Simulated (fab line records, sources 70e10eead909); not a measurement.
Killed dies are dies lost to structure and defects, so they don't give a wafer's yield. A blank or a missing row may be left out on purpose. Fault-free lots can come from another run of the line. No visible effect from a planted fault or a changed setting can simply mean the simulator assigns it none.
fab line records	flow nand-harc
record lots=5	wafers=13	last-day=23
route steps=1159 shown A_M1@1029 A_BONDPAD@1059 HYBRID_BOND@1094 END@1159
lots with no fault: from the same line, run without faults
start-h: the number of hours between the record's first day and the start of the first shown wafer of the lot	wait-h: hours from the lot's prior step to this one	" unchanged from the row above	L1.1+2: a single row standing in for several wafers	- value missing, or start not given	* or withheld: withheld	< > ~ a bound
route shown NAME@n: a module of which the file shows steps, and the number in the route of the first	usual: the fault-free wafers' mean and standard deviation	same: alike in all rows	chamber/n: place in a boat	sites: readings site by site	_std_site: standard deviation of those values	_edge_site: mean of outer sites minus mean of inner sites	radius-mm: for every site, how far away it sits from the centre of the wafer	mask NAME#n: copy n	behind: the last tool/chamber to shape the wafer	hold: why the lot was held/for how many hours/how that ended	device: whichever transistor did not switch (one of n, p or np)	end of line: tests of these same wafers at the route's end	for a step that has no rows: nothing shown but its recipe	killed: dies that structure and defects cost at the first sort, which is not the same as the wafer's yield	map: shows each die of a wafer: x if killed, . if not, _ if none is there
set.NAME: the setting that was run; set.NAME@STEP: the one run at that earlier step	model.NAME: the simulator's own value behind a step, which no gauge read
lots at selected steps of the route; one table per step, one row per wafer
services: the hour from which a tool's chamber was out of use, counted from the record's first day as start-h (under 0 if before that day), plus the number of hours and why
## steps
# step NHARC_A_M1_COAT_34
# recipe temp-c=200	time-s=65
# step NHARC_A_M1_COAT_03
# recipe spin-rpm=1500	resist-thk-nm=90
# step NHARC_A_M1_SOFTBAKE_04
# recipe temp-c=105	time-s=55
# step NHARC_A_M1_EBR_05
# step NHARC_A_M1_EXPOSE_06
# recipe na=1.35	target-cd-nm=120	dose-mj=75.13	mask-id=A_M1
# step NHARC_A_M1_PEB_07
# recipe peb-temp-c=100	peb-time-s=65
# step NHARC_A_M1_DEVELOP_08
# recipe develop-time-s=35	dev-temp-c=23
# step NHARC_A_M1_CD_MEAS_09
# recipe target-cd-nm=120	landing-energy-ev=500
# usual cd-nm=120.0/0.47
lot.wafer	tool	chamber	start-h	wait-h	cd-nm
L219.3	cd-sem-01	0	403.98	-	119.1
L219.4	"	0	"	"	119.3
L219.5	"	0	"	"	119.9
L221.1	cd-sem-02	0	409.05	-	119.9
L221.3	"	0	"	"	119.7
L221.4	"	0	"	"	119.9
L223.4	cd-sem-02	0	447.56	-	120.1
L233.1	cd-sem-02	0	500.59	-	119.7
L233.2	"	0	"	"	120.1
L233.5	"	0	"	"	120.4
L232.2	cd-sem-01	0	513.80	-	119.4
L232.4	"	0	"	"	118.9
L232.5	"	0	"	"	119.2
# step NHARC_A_M1_OVL_MEAS_10
# recipe pitch-nm=240
# usual overlay-x-nm=0.2/0.92	overlay-y-nm=-0.1/0.89
lot.wafer	tool	chamber	start-h	wait-h	overlay-x-nm	overlay-y-nm
L219.3	overlay-02	-	404.06	-	0.7	0.6
L219.4	"	-	"	"	1.0	0.4
L219.5	"	-	"	"	0.3	-0.1
L221.1	overlay-02	-	409.13	-	-0.8	0.9
L221.3	"	-	"	"	-1.4	1.0
L221.4	"	-	"	"	-1.1	1.1
L223.4	overlay-02	-	447.64	-	1.3	0.4
L233.1	overlay-02	-	500.68	-	0.8	0.6
L233.2	"	-	"	"	0.8	0.3
L233.5	"	-	"	"	0.4	0.6
L232.2	overlay-01	-	513.89	-	-1.4	-0.6
L232.4	"	-	"	"	-1.5	-0.9
L232.5	"	-	"	"	-1.0	-0.3
# step NHARC_A_M1_INSPECT_11
# usual raw-defect-count=34/16
lot.wafer	tool	chamber	start-h	wait-h	raw-defect-count
L219.3	defect-inspect-01	-	404.10	0.0	41
L219.4	"	-	"	"	40
L219.5	"	-	"	"	27
L221.1	defect-inspect-01	-	409.17	0.0	15
L221.3	"	-	"	"	14
L221.4	"	-	"	"	11
L223.4	defect-inspect-01	-	447.68	0.0	16
L233.1	defect-inspect-01	-	500.72	0.0	13
L233.2	"	-	"	"	20
L233.5	"	-	"	"	22
L232.2	defect-inspect-01	-	513.93	0.0	56
L232.4	"	-	"	"	52
L232.5	"	-	"	"	57
# step NHARC_A_M1_DESCUM_14
# recipe time-s=3	o2-flow-sccm=200	ar-flow-sccm=0	bias-power-w=0	chemistry=O2
# usual drypump-motor-current-A=5.8/0.42	oes-product-au=1.004/0.0092	rf-vpp-V=57.8/0.88	showerhead-plenum-p-Torr=1.89/0.08	throttle-valve-pct=11.311/0.0092
lot.wafer	tool	chamber	start-h	wait-h	drypump-motor-current-A	oes-product-au	rf-hours-counter-h	rf-vpp-V	showerhead-plenum-p-Torr	throttle-valve-pct
L219.4	rie-diel-05	2	404.19	0.1	5.5	1.015	-	56.6	1.84	11.317
L219.3	"	1	"	"	6.3	1.030	-	58.9	2.02	11.301
L219.5	"	1	"	"	6.3	1.022	-	57.6	2.02	11.307
L221.4	rie-diel-08	0	409.23	0.1	6.0	1.018	3	57.1	1.93	11.308
L221.3	"	2	"	"	5.1	0.990	3	57.0	2.05	11.317
L221.1	"	3	"	"	6.2	1.005	3	58.1	1.79	11.298
L223.4	rie-diel-05	2	447.75	0.1	5.5	1.016	9	56.4	1.83	11.311
L233.1	rie-diel-07	0	500.78	0.1	6.0	0.990	6	56.8	1.90	11.306
L233.2	"	3	"	"	5.7	0.993	5	57.1	1.80	11.301
L233.5	"	0	"	"	6.0	0.990	-	58.7	1.90	11.324
L232.4	rie-diel-08	0	514.00	0.1	6.0	1.009	1	57.8	1.93	11.304
L232.2	"	1	"	"	6.2	0.994	1	59.0	1.85	11.311
L232.5	"	0	"	"	6.0	1.001	-	57.9	1.93	11.314
# step NHARC_A_M1_ETCH_35
# recipe target-depth-a=400	overetch-a=120	time-s=43.94	ion-energy-ev=200	n2-flow-sccm=150	h2-flow-sccm=150	ar-flow-sccm=0	rf-w=400	bias-w=150	chemistry=N2/H2
# step NHARC_A_M1_ETCH_15
# recipe target-depth-a=1825	time-s=91.2	c4f8-flow-sccm=withheld	ar-flow-sccm=400	rf-w=600	bias-w=300	chemistry=C4F8/Ar
# usual oes-product-au=0.953/0.023	rf-vpp-V=440.3/2.6
lot.wafer	tool	chamber	start-h	wait-h	oes-product-au	rf-hours-counter-h	rf-vpp-V
L219.4	rie-diel-05	1	404.45	0.1	0.959	-	444.6
L219.3	"	2	"	"	0.962	-	437.4
L219.5	"	1	"	"	0.949	-	445.0
L221.4	rie-diel-08	2	409.41	-	0.934	3	445.5
L221.1	"	3	"	"	0.934	3	437.0
L221.3	"	0	"	"	0.943	3	442.2
L223.4	rie-diel-05	0	447.94	-	0.949	8	439.4
L233.2	rie-diel-07	2	500.97	-	0.916	5	440.8
L233.1	"	3	"	"	0.917	5	435.4
L233.5	"	1	"	"	0.928	-	439.4
L232.4	rie-diel-08	0	514.16	-	0.924	1	441.8
L232.2	"	1	"	"	0.921	1	439.6
L232.5	"	1	"	"	0.925	-	438.9
# step NHARC_A_M1_CD_MEAS_16
# usual cd-nm=120.0/0.58
lot.wafer	tool	chamber	start-h	wait-h	cd-nm
L219.3	cd-sem-02	-	404.61	0.1	120.0
L219.4	"	-	"	"	119.8
L219.5	"	-	"	"	120.1
L221.1	cd-sem-01	-	409.54	-	119.4
L221.3	"	-	"	"	119.1
L221.4	"	-	"	"	119.6
L223.4	cd-sem-01	-	448.05	-	120.1
L233.1	cd-sem-01	-	501.09	-	119.0
L233.2	"	-	"	"	119.5
L233.5	"	-	"	"	119.5
L232.2	cd-sem-03	-	514.30	-	119.3
L232.4	"	-	"	"	119.0
L232.5	"	-	"	"	119.1
# step NHARC_A_M1_STRIP_18
# recipe power-w=1000	n2-flow-sccm=150	h2-flow-sccm=150	ar-flow-sccm=0	bias-w=0	chemistry=N2/H2
# usual drypump-motor-current-A=5.8/0.44	oes-product-au=1.002/0.0069	rf-vpp-V=90.6/0.98	showerhead-plenum-p-Torr=2.01/0.093	throttle-valve-pct=14.172/0.0086
lot.wafer	tool	chamber	start-h	wait-h	drypump-motor-current-A	oes-product-au	rf-hours-counter-h	rf-vpp-V	showerhead-plenum-p-Torr	throttle-valve-pct
L219.3	rie-diel-08	3	404.70	0.1	6.2	1.013	3	89.4	1.91	14.180
L219.4	"	0	"	"	6.0	1.009	3	91.1	2.06	14.172
L219.5	"	3	"	"	6.2	1.007	-	89.6	1.91	14.160
L221.3	rie-diel-05	1	409.61	0.1	6.3	1.011	6	91.0	2.15	14.168
L221.4	"	2	"	"	5.6	0.998	6	89.4	1.95	14.174
L221.1	"	3	"	"	5.0	0.997	3	89.3	1.92	14.154
L223.4	rie-diel-08	1	448.12	0.1	6.2	1.000	3	89.3	1.98	14.163
L233.1	rie-diel-07	1	501.21	0.1	5.6	1.009	6	89.9	2.00	14.164
L233.2	"	2	"	"	6.1	1.007	5	91.7	2.05	14.177
L233.5	"	3	"	"	5.7	0.991	-	90.0	1.92	14.174
L232.2	rie-diel-07	2	514.39	0.1	6.1	1.005	6	91.3	2.05	14.175
L232.4	"	3	"	"	5.7	0.996	6	90.8	1.92	14.169
L232.5	"	2	"	"	6.2	1.008	-	89.8	2.05	14.168
# step NHARC_A_M1_ETCH_28
# recipe target-depth-a=300	over-etch-frac=0.3	time-s=72.99	ion-energy-ev=150	cf4-flow-sccm=50	n2-flow-sccm=100	ar-flow-sccm=150	rf-w=300	bias-w=100	chemistry=CF4/N2
# step NHARC_A_M1_STRIP_19
# recipe time-s=600	temp-c=30	chemistry=post-etch-residue-remover
# step NHARC_A_M1_DEGAS_29
# recipe temp-c=250	time-s=60
# usual heater-power-w=334/22
lot.wafer	tool	chamber	start-h	wait-h	heater-power-w
L219.4	pvd-sputter-03	-	405.37	-	328
L219.3	"	-	"	"	321
L219.5	"	-	"	"	325
L221.4	pvd-sputter-02	-	410.30	-	307
L221.1	"	-	"	"	359
L221.3	"	-	"	"	373
L223.4	pvd-sputter-02	-	448.76	-	378
L233.1	pvd-sputter-03	-	501.83	-	323
L233.2	"	-	"	"	324
L233.5	"	-	"	"	342
L232.4	pvd-sputter-02	-	515.01	-	311
L232.2	"	-	"	"	379
L232.5	"	-	"	"	347
# step NHARC_A_M1_PRE_CLEAN_30
# recipe time-s=30	temp-c=280	gas=H2/He
# step NHARC_A_M1_PVD_20
# recipe target-thk-a=50	bias-v=168.6	power-w=15000	chamber-pressure-pa=0.12	time-s=8.06	substrate-temp-c=50	material=TaN
# usual throttle-valve-pct=30.1/1.1
lot.wafer	tool	chamber	start-h	wait-h	throttle-valve-pct
L219.4	pvd-sputter-03	-	-	-	30.7
L219.3	"	-	"	"	30.3
L219.5	"	-	"	"	30.7
L221.3	pvd-sputter-02	-	-	-	28.4
L221.4	"	-	"	"	30.6
L221.1	"	-	"	"	30.5
L223.4	pvd-sputter-02	-	-	-	30.9
L233.2	pvd-sputter-03	-	-	-	29.1
L233.1	"	-	"	"	31.5
L233.5	"	-	"	"	29.2
L232.2	pvd-sputter-02	-	-	-	30.6
L232.4	"	-	"	"	30.6
L232.5	"	-	"	"	30.6
# step NHARC_A_M1_PVD_21
# recipe target-thk-a=300	chamber-pressure-pa=5	power-w=5000	substrate-temp-c=30	time-s=20.49	material=Cu
# step NHARC_A_M1_ECD_22
# recipe target-thk-a=4000	bath-temp-c=25	material=Cu
# step NHARC_A_M1_ANNEAL_31
# recipe temp-c=225	time-s=90
# step NHARC_A_M1_CMP_23
# recipe t-overpolish-s=20	target-thk-nm=154.34
# step NHARC_A_M1_THK_MEAS_24
# recipe thk-meas-gauge=xrf
# usual thk-nm=154.1/1.3
lot.wafer	tool	chamber	start-h	wait-h	thk-nm
L219.3	film-metro-02	-	407.07	-	153.8
L219.4	"	-	"	"	152.2
L219.5	"	-	"	"	155.1
L221.1	film-metro-01	-	411.69	-	155.4
L221.3	"	-	"	"	155.9
L221.4	"	-	"	"	153.1
L223.4	film-metro-01	-	450.16	-	153.9
L233.1	film-metro-01	-	503.23	-	155.3
L233.2	"	-	"	"	154.9
L233.5	"	-	"	"	155.5
L232.2	film-metro-01	-	516.41	-	152.2
L232.4	"	-	"	"	154.1
L232.5	"	-	"	"	156.4
# step NHARC_A_M1_SRD_25
# step NHARC_A_M1_PRE_CLEAN_32
# recipe time-s=12	temp-c=370	rf-power-w=300	gas=NH3
# step NHARC_A_M1_DEP_33
# recipe target-thk-a=300	temp-c=370	target-thk-nm=30	pressure-torr=3	flow-sccm=200	rf-w=450	material=SiCN
# usual heater-power-w=603/73	showerhead-vpp-V=1287/74
lot.wafer	tool	chamber	start-h	wait-h	heater-power-w	showerhead-vpp-V
L219.3	pecvd-03	2	407.40	0.1	616	1209
L219.5	"	0	"	"	699	1273
L219.4	"	1	"	"	534	1313
L221.1	pecvd-02	0	412.08	0.1	701	1366
L221.3	"	1	"	"	654	1196
L221.4	"	1	"	"	644	1192
L223.4	pecvd-01	0	450.68	0.2	658	1231
L233.1	pecvd-01	1	503.53	0.1	568	1220
L233.2	"	2	"	"	659	1339
L233.5	"	1	"	"	561	1225
L232.2	pecvd-03	2	516.76	0.1	513	1221
L232.5	"	1	"	"	508	1343
L232.4	"	0	"	"	699	1299
# step NHARC_A_BONDPAD_DEP_00
# recipe target-thk-a=2500	temp-c=370	target-thk-nm=250	pressure-torr=3	flow-sccm=200	rf-w=450	material=SiCN
# step NHARC_A_BONDPAD_CMP_29
# recipe target-thk-nm=200	material=SiCN
# step NHARC_A_BONDPAD_THK_MEAS_30
# recipe thk-meas-gauge=ellipsometry
# usual thk-nm=200.2/1.3
lot.wafer	tool	chamber	start-h	wait-h	thk-nm
L219.3	film-metro-01	-	408.62	0.2	197.7
L219.4	"	-	"	"	198.4
L219.5	"	-	"	"	198.7
L221.1	film-metro-01	-	413.24	0.2	201.8
L221.3	"	-	"	"	197.2
L221.4	"	-	"	"	199.9
L223.4	film-metro-01	-	451.68	0.2	203.6
L233.1	film-metro-01	-	504.74	0.2	199.9
L233.2	"	-	"	"	198.6
L233.5	"	-	"	"	199.3
L232.2	film-metro-02	-	518.09	0.2	201.6
L232.4	"	-	"	"	199.4
L232.5	"	-	"	"	198.5
# step NHARC_A_BONDPAD_SRD_31
# step NHARC_A_BONDPAD_DEHYDRATE_01
# recipe temp-c=150	time-s=120
# step NHARC_A_BONDPAD_HMDS_02
# recipe time-s=30
# step NHARC_A_BONDPAD_COAT_33
# recipe temp-c=200	time-s=65
# step NHARC_A_BONDPAD_COAT_03
# recipe spin-rpm=2000	resist-thk-nm=600
# step NHARC_A_BONDPAD_SOFTBAKE_04
# recipe temp-c=125	time-s=70
# step NHARC_A_BONDPAD_EBR_05
# step NHARC_A_BONDPAD_EXPOSE_06
# recipe na=0.55	dose-mj=36.99	mask-id=A_BPAD
# step NHARC_A_BONDPAD_PEB_07
# recipe peb-temp-c=128	peb-time-s=80
# step NHARC_HYBRID_BOND_ACTIVATE_00
# recipe time-s=60	n2-flow-sccm=200	ar-flow-sccm=0	bias-power-w=0	chemistry=N2
# usual drypump-motor-current-A=5.79/0.25	oes-product-au=0.996/0.0091	rf-vpp-V=64.1/0.89	showerhead-plenum-p-Torr=1.77/0.053
lot.wafer	tool	chamber	start-h	wait-h	hold	drypump-motor-current-A	oes-product-au	rf-hours-counter-h	rf-vpp-V	showerhead-plenum-p-Torr
L219.3	rie-diel-13	2	412.36	0.1	-	5.66	0.991	14	65.9	1.81
L219.4	"	3	"	"	-	6.09	0.988	14	63.6	1.81
L219.5	"	0	"	"	-	5.77	0.981	-	64.8	1.76
L221.4	rie-diel-13	3	416.67	0.1	-	6.07	0.998	14	63.8	1.81
L221.1	"	0	"	"	-	5.72	0.993	14	65.3	1.76
L221.3	"	2	"	"	-	5.67	0.995	14	65.0	1.81
L223.4	rie-diel-04	3	459.32	4.1	await-dispo/4.0h/release	6.06	0.987	61	63.6	1.84
L233.1	rie-diel-13	2	508.16	0.1	-	5.64	0.985	4	64.6	1.80
L233.2	"	3	"	"	-	6.00	1.001	4	64.9	1.81
L233.5	"	1	"	"	-	5.62	0.993	-	63.9	1.71
L232.4	rie-diel-13	3	521.51	0.1	-	6.08	1.004	5	64.3	1.80
L232.2	"	1	"	"	-	5.60	1.001	5	63.3	1.71
L232.5	"	3	"	"	-	6.11	1.008	-	64.5	1.80
# step NHARC_END_SORT_01
# recipe temp-c=25
# usual defect-limited-yield=95.5/1.6	killed-at-array=27/11	killed-at-other=0.8/1.1	killed-at-periphery=2.8/1.9	killed-dies=30/11	killed-open=3.3/1.8	killed-short=2.3/1.5	sort_bin_2_pct=1.4/0.68	sort_bin_3_pct=0.27/0.22	sort_bin_4_pct=2.8/0.99	sort-n-pass=647/11	sort-rim-yield-pct=94.3/2.9	sort-yield-pct=95.5/1.6
# same gross-dies=677	sort_bin_5_pct[%]=0	sort_bin_6_pct[%]=0	sort_bin_7_pct[%]=0	sort_bin_8_pct[%]=0	sort-rim-n-gross=106.00
lot.wafer	tool	chamber	start-h	wait-h	defect-limited-yield[%]	killed-at-array	killed-at-other	killed-at-periphery	killed-dies	killed-open	killed-short	sort_bin_2_pct[%]	sort_bin_3_pct[%]	sort_bin_4_pct[%]	sort-n-pass	sort-rim-yield-pct[%]	sort-yield-pct[%]
L219.3	prober-02	0	446.99	3.1	96.0	25	0	2	27	3	1	1.8	0.44	1.8	650	93.4	96.0
L219.4	prober-02	0	447.78	3.4	95.1	32	0	1	33	1	1	1.0	0.59	3.2	644	96.2	95.1
L219.5	prober-02	0	448.57	3.7	95.3	28	0	4	32	1	1	1.8	0.30	2.7	645	97.2	95.3
L221.1	prober-02	0	453.14	2.5	98.4	10	1	0	11	2	1	0.3	0.15	1.2	666	94.3	98.4
L221.3	prober-02	0	454.74	3.1	96.6	17	4	2	23	4	3	1.2	0.30	1.9	654	99.1	96.6
L221.4	prober-02	0	455.53	3.4	97.8	8	5	2	15	2	2	0.6	0	1.6	662	93.4	97.8
L223.4	prober-01	0	497.71	3.4	90.1	66	0	1	67	3	3	4.3	2.22	3.4	610	83.0	90.1
L233.1	prober-01	0	536.72	2.5	97.9	11	0	3	14	5	0	0.6	0.15	1.3	663	99.1	97.9
L233.2	prober-01	0	537.52	2.8	95.7	24	0	5	29	3	5	1.3	0	3.0	648	96.2	95.7
L233.5	prober-01	0	539.91	3.7	97.0	16	1	3	20	4	4	0.7	0.15	2.1	657	97.2	97.0
L232.2	prober-02	0	548.67	2.8	93.8	38	1	3	42	5	2	1.6	0.30	4.3	635	93.4	93.8
L232.4	prober-02	0	550.27	3.4	91.4	50	4	4	58	6	2	3.1	0.89	4.6	619	93.4	91.4
L232.5	prober-02	0	551.08	3.7	91.7	55	0	1	56	4	2	3.4	0.59	4.3	621	95.3	91.7
# killed by level:class
L219.3 A_SLIT:chamber-film-flake=12 A_CHANNEL_HOLE_D1:chamber-film-flake=4 A_WL_FILL:chamber-film-flake=3 A_CONTACT:chamber-film-flake=3 P_M0:geometric-particle:open=1 P_M2:geometric-particle:short=1 A_ONON_D1:geometric-particle:open=1 A_CONTACT:geometric-particle:open=1
L219.4 A_CHANNEL_HOLE_D1:chamber-film-flake=18 A_CONTACT:chamber-film-flake=7 A_SLIT:chamber-film-flake=3 A_WL_FILL:geometric-particle:short=1 A_M1:geometric-particle:open=1 P_GATE:chamber-film-flake=1 A_STAIRCASE:chamber-film-flake=1 A_WL_FILL:chamber-film-flake=1
L219.5 A_SLIT:chamber-film-flake=10 A_CHANNEL_HOLE_D1:chamber-film-flake=7 A_WL_FILL:chamber-film-flake=4 A_CONTACT:chamber-film-flake=4 P_GATE:chamber-film-flake=2 A_STAIRCASE:chamber-film-flake=2 P_M2:geometric-particle:open=1 A_CHANNEL_FILL_D1:geometric-particle:short=1
L221.1 A_BLC:geometric-particle:open=2 A_CHANNEL_HOLE_D1:chamber-film-flake=2 A_STAIRCASE:chamber-film-flake=2 A_SLIT:chamber-film-flake=2 A_CHANNEL_FILL_D1:geometric-particle:short=1 A_WL_FILL:chamber-film-flake=1 THIN_TSV:chamber-film-flake=1
L221.3 A_SLIT:chamber-film-flake=10 THIN_TSV:chamber-film-flake=3 A_CONTACT:chamber-film-flake=2 P_GATE:geometric-particle:open=1 P_CONTACT:geometric-particle:open=1 A_CHANNEL_HOLE_D1:geometric-particle:short=1 A_CONTACT:geometric-particle:short=1 A_CONTACT:geometric-particle:open=1
L221.4 THIN_TSV:chamber-film-flake=5 A_WL_FILL:geometric-particle:short=2 A_CONTACT:geometric-particle:open=2 A_SLIT:chamber-film-flake=2 P_GATE:chamber-film-flake=1 A_CHANNEL_HOLE_D1:chamber-film-flake=1 P_M1:chamber-film-flake=1 A_CONTACT:chamber-film-flake=1
L223.4 A_M1:unspecified=48 A_CHANNEL_HOLE_D1:chamber-film-flake=7 A_STAIRCASE:chamber-film-flake=3 A_CHANNEL_FILL_D1:geometric-particle:short=2 A_CHANNEL_FILL_D1:geometric-particle:open=1 A_SGD_CUT:geometric-particle:short=1 A_WL_FILL:geometric-particle:open=1 A_M0:geometric-particle:open=1
L233.1 A_CONTACT:chamber-film-flake=3 A_CHANNEL_HOLE_D1:chamber-film-flake=2 A_STAIRCASE:chamber-film-flake=2 P_CONTACT:geometric-particle:open=1 P_M2:geometric-particle:open=1 A_SGD_CUT:geometric-particle:open=1 A_WL_FILL:geometric-particle:open=1 A_CONTACT:geometric-particle:open=1
L233.2 A_CHANNEL_HOLE_D1:chamber-film-flake=10 A_CHANNEL_FILL_D1:chamber-film-flake=4 A_STAIRCASE:chamber-film-flake=3 A_CONTACT:chamber-film-flake=2 P_GATE:geometric-particle:short=1 P_CONTACT:geometric-particle:short=1 P_M0:geometric-particle:open=1 A_ONON_D1:geometric-particle:short=1
L233.5 A_CHANNEL_FILL_D1:chamber-film-flake=4 A_CONTACT:chamber-film-flake=3 A_CHANNEL_HOLE_D1:chamber-film-flake=2 A_STAIRCASE:chamber-film-flake=2 P_M0:geometric-particle:short=1 P_M1:geometric-particle:open=1 A_CHANNEL_FILL_D1:geometric-particle:open=1 A_WL_FILL:geometric-particle:short=1
L232.2 A_SLIT:chamber-film-flake=18 A_CHANNEL_HOLE_D1:chamber-film-flake=8 A_STAIRCASE:chamber-film-flake=6 P_M1:geometric-particle:open=1 P_M1:geometric-particle:short=1 A_ONON_D1:geometric-particle:short=1 A_WL_FILL:geometric-particle:open=1 A_CONTACT:geometric-particle:open=1
L232.4 A_SLIT:chamber-film-flake=18 A_CHANNEL_HOLE_D1:chamber-film-flake=16 A_STAIRCASE:chamber-film-flake=6 A_CONTACT:chamber-film-flake=5 THIN_TSV:chamber-film-flake=3 P_CONTACT:geometric-particle:open=1 P_M0:geometric-particle:open=1 P_M0:geometric-particle:short=1
L232.5 A_CHANNEL_HOLE_D1:chamber-film-flake=21 A_SLIT:chamber-film-flake=17 A_CONTACT:chamber-film-flake=6 A_STAIRCASE:chamber-film-flake=5 A_SOURCE_PLATE:geometric-particle:open=2 A_CONTACT:geometric-particle:open=2 A_SGD_CUT:geometric-particle:short=1 A_CONTACT:geometric-particle:short=1
# map L223.4 (x killed, . not)
____________.____________
_________.....x._________
_______.....x....._______
______.............______
_____..............._____
____.............x...____
____.................____
___x.............x....___
___..................x___
__......x.............x__
__....x..x............x__
_.......xx.........xxxxx_
_........x...........xxx_
_...............x...xxxx_
_...................xxxx_
_.......x...........xxxx_
...................xxxxxx
.....................xxxx
.....................xxxx
....................xxxxx
.....................x.xx
_...................x..x_
_.....................x._
_......................._
_..............x........_
_......................._
__.....................__
__.....................__
___...................___
___.......x......x....___
____..............x..____
____.................____
_____.........x....._____
______.............______
_______.........x._______
_________......._________
____________.____________
# map L219.4 (x killed, . not)
____________.____________
_________......._________
_______..........._______
______.............______
_____.....x........._____
____.................____
____.................____
___...................___
___...................___
__.....................__
__.....................__
_......................._
_......................._
_.x....................._
_x.x...................._
_......................._
.........................
....x....................
...x.....................
..x......................
..xx.x.x.x...............
_.xx.xx................._
_x.xxxx................._
_.....x.............x..._
_..xxx.................._
_....x.x................_
__..............x......__
__..................x..__
___...................___
___xx.................___
____x................____
____.................____
_____..............._____
______.............______
_______..........._______
_________......._________
____________.____________
## services
tool	chamber	start-h	hours	kind
rie-diel-08	1	380.56	2.8	repair
rie-diel-07	-	382.85	1.6	repair
rie-diel-05	3	389.62	7.1	repair
pecvd-01	-	389.82	0.6	repair
pvd-sputter-02	-	392.03	10.0	pm
rie-diel-05	0	395.22	9.2	repair
rie-diel-05	3	403.33	3.4	repair
rie-diel-07	-	404.39	0.3	repair
rie-diel-07	-	405.23	9.0	pm
pecvd-01	-	418.60	13.0	pm
rie-diel-08	0	450.57	13.5	repair
pecvd-01	0	451.17	21.6	repair
rie-diel-13	-	453.10	9.0	pm
rie-diel-04	3	455.70	2.4	repair
pvd-sputter-03	-	458.07	10.0	pm
pecvd-03	2	472.87	4.5	repair
pecvd-03	-	473.05	13.0	pm
rie-diel-08	-	478.80	9.0	pm
rie-diel-07	3	479.40	4.8	repair
pecvd-01	-	479.79	0.8	repair
pecvd-02	-	502.60	68.1	repair
rie-diel-05	2	506.36	4.1	repair
rie-diel-05	-	517.60	9.0	pm
rie-diel-08	3	518.55	6.3	repair
## key
first-sign step=NHARC_END_SORT_01	reading=killed-at-array	direction=up	sigmas=3.6	usual=27	struck=66
effect step=NHARC_END_SORT_01	reading=defect-limited-yield	direction=down	sigmas=3.3	usual=95.5	struck=90.1
more-kills-born-at NHARC_A_M1_ETCH_15@rie-diel-05=48
met-at NHARC_A_M1_ETCH_15
struck-wafers L223.4
also-fits NHARC_A_M1_DESCUM_14:rie-diel-05,NHARC_A_M1_STRIP_18:rie-diel-08
fault kind=chamber-particle-source	tool=rie-diel-05	chamber=0	onset-h=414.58	steps=NHARC_A_M1_ETCH_15	rate-per-visit-cm2=0.69882	end-h=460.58
